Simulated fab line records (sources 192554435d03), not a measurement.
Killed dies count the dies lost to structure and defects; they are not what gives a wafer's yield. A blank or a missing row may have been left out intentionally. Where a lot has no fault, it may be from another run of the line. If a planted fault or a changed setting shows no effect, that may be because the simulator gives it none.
Split-lot study || flow n5Finfet || 21 wafers read across 7 lots, on a route 1938 steps long

## THE SPLIT ITSELF
At N5_HKMG_FIN_HK_ALD_01 (deposits HfO2, target thk 1.6 nm, pulse time 3 s, purge time 3 s), the setting aldCycles was moved away from the recipe's 30 on 5 of the 21 wafers read, by -13.3% to +13.3%. The other wafers ran this setting at the recipe's value.

## FROM THE SPLIT TO THE READING: what the file shows between them, 5 steps
- N5_HKMG_FIN_EXPOSE_46: exposes mask NDIPOLE (also split here: doseMj)
- N5_HKMG_FIN_PEB_47: peb time 60 s
- N5_HKMG_FIN_DEVELOP_48: develop time 30 s
- N5_HKMG_FIN_WET_ETCH_82: etches La2O3 in dHCl, stops on HfO2, target depth 2 nm, rinse time 30 s
- N5_HKMG_FIN_ALD_36: deposits TiN, target thk 1 nm, pulse time 1 s, purge time 3 s

## THE READING
HK_THK, in nm, at N5_HKMG_FIN_THK_MEAS_70 (measures by xrf). Fault-free wafers of this fab line usually give 1.538 nm, standard deviation 0.017 nm.

{"wafer": "L075.1", "tool, chamber at the split": "aldHk-02, 0,3", "aldCycles as run": 30, "against the recipe": "recipe", "HK_THK, nm": 1.540, "against lot-mates on the recipe": "-"}
{"wafer": "L075.2", "tool, chamber at the split": "aldHk-02, 1", "aldCycles as run": 34, "against the recipe": "+13.3%", "HK_THK, nm": 1.770, "against lot-mates on the recipe": "+0.240"}
{"wafer": "L075.4", "tool, chamber at the split": "aldHk-02, 0,3", "aldCycles as run": 30, "against the recipe": "recipe", "HK_THK, nm": 1.521, "against lot-mates on the recipe": "-"}
{"wafer": "L081.2", "tool, chamber at the split": "aldHk-01, 1,0,0", "aldCycles as run": 30, "against the recipe": "recipe", "HK_THK, nm": 1.526, "against lot-mates on the recipe": "-"}
{"wafer": "L081.4", "tool, chamber at the split": "aldHk-01, 1,0,0", "aldCycles as run": 30, "against the recipe": "recipe", "HK_THK, nm": 1.554, "against lot-mates on the recipe": "-"}
{"wafer": "L081.6", "tool, chamber at the split": "aldHk-01, 1,0,0", "aldCycles as run": 30, "against the recipe": "recipe", "HK_THK, nm": 1.549, "against lot-mates on the recipe": "-"}
{"wafer": "L084.1", "tool, chamber at the split": "aldHk-02, 2,2,1", "aldCycles as run": 30, "against the recipe": "recipe", "HK_THK, nm": 1.555, "against lot-mates on the recipe": "-"}
{"wafer": "L084.5", "tool, chamber at the split": "aldHk-02, 2,2,1", "aldCycles as run": 30, "against the recipe": "recipe", "HK_THK, nm": 1.574, "against lot-mates on the recipe": "-"}
{"wafer": "L084.6", "tool, chamber at the split": "aldHk-02, 2,2,1", "aldCycles as run": 30, "against the recipe": "recipe", "HK_THK, nm": 1.558, "against lot-mates on the recipe": "-"}
{"wafer": "L086.1", "tool, chamber at the split": "aldHk-03, 0,3,3", "aldCycles as run": 30, "against the recipe": "recipe", "HK_THK, nm": 1.529, "against lot-mates on the recipe": "-"}
{"wafer": "L086.4", "tool, chamber at the split": "aldHk-03, 0,3,3", "aldCycles as run": 30, "against the recipe": "recipe", "HK_THK, nm": 1.537, "against lot-mates on the recipe": "-"}
{"wafer": "L086.5", "tool, chamber at the split": "aldHk-03, 0,3,3", "aldCycles as run": 30, "against the recipe": "recipe", "HK_THK, nm": 1.515, "against lot-mates on the recipe": "-"}
{"wafer": "L090.1", "tool, chamber at the split": "aldHk-03, 1", "aldCycles as run": 34, "against the recipe": "+13.3%", "HK_THK, nm": 1.732, "against lot-mates on the recipe": "+0.212"}
{"wafer": "L090.2", "tool, chamber at the split": "aldHk-03, 0,3", "aldCycles as run": 30, "against the recipe": "recipe", "HK_THK, nm": 1.519, "against lot-mates on the recipe": "-"}
{"wafer": "L090.4", "tool, chamber at the split": "aldHk-03, 0,3", "aldCycles as run": 30, "against the recipe": "recipe", "HK_THK, nm": 1.522, "against lot-mates on the recipe": "-"}
{"wafer": "L095.1", "tool, chamber at the split": "aldHk-03, 2,0", "aldCycles as run": 33, "against the recipe": "+10.0%", "HK_THK, nm": 1.699, "against lot-mates on the recipe": "+0.118"}
{"wafer": "L095.2", "tool, chamber at the split": "aldHk-03, 2,0", "aldCycles as run": 33, "against the recipe": "+10.0%", "HK_THK, nm": 1.709, "against lot-mates on the recipe": "+0.128"}
{"wafer": "L095.3", "tool, chamber at the split": "aldHk-03, 3", "aldCycles as run": 30, "against the recipe": "recipe", "HK_THK, nm": 1.581, "against lot-mates on the recipe": "-"}
{"wafer": "L096.1", "tool, chamber at the split": "aldHk-03, 0", "aldCycles as run": 26, "against the recipe": "-13.3%", "HK_THK, nm": 1.306, "against lot-mates on the recipe": -0.224}
{"wafer": "L096.2", "tool, chamber at the split": "aldHk-03, 1,3", "aldCycles as run": 30, "against the recipe": "recipe", "HK_THK, nm": 1.535, "against lot-mates on the recipe": "-"}
{"wafer": "L096.6", "tool, chamber at the split": "aldHk-03, 1,3", "aldCycles as run": 30, "against the recipe": "recipe", "HK_THK, nm": 1.526, "against lot-mates on the recipe": "-"}
Where a row lists several chambers, the file gives one row for several wafers and doesn't say which wafer went through which chamber.

FIT RESULTS
A straight line over all 21 wafers: HK_THK changes by +0.0165 nm for each +1% of aldCycles; r = +0.98; the points scatter about the line by 0.019 nm.
The same after taking each lot's own level away (the mean of its wafers on the recipe; 21 wafers): +0.0157 nm for each +1%; r = +0.99; scatter 0.015 nm.
According to that fit, moving aldCycles by its largest amount changes the reading by 0.21 nm.
From 1.5205 to 1.5810 nm: that is the span of the lots' own levels, equal to 3.6 times the standard deviation above.
The two slopes agree, so the slope changes little with the lot-to-lot level.
Check: for one of the wafers moved furthest among these (+13.3%), held out of the fit, the line's prediction against its lot-mates is +0.197 nm. It came out at +0.24 nm against them.

## ADDITIONAL SPLITS CARRIED BY THESE WAFERS
Other splits were also applied to these wafers ahead of the reading. Each is held against what the fit with the lots' levels taken away leaves over:
{"other split on the same wafers": "N5_DUMMY_GATE_EXPOSE_12 doseMj", "wafers away from the commonest value": 9, "r with HK_THK (lot level and that fit taken away)": -0.15}
{"other split on the same wafers": "N5_SD_EPI_P_PEB_07 pebTimeS", "wafers away from the commonest value": 9, "r with HK_THK (lot level and that fit taken away)": -0.27}
{"other split on the same wafers": "N5_SDB_EXPOSE_08 doseMj", "wafers away from the commonest value": 4, "r with HK_THK (lot level and that fit taken away)": "+0.02"}
{"other split on the same wafers": "N5_HKMG_FIN_EXPOSE_46 doseMj", "wafers away from the commonest value": 5, "r with HK_THK (lot level and that fit taken away)": "+0.24"}

## FILE'S OWN FIT
HK_THK changes by +0.0161 nm for each +1% of aldCycles, r = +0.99.
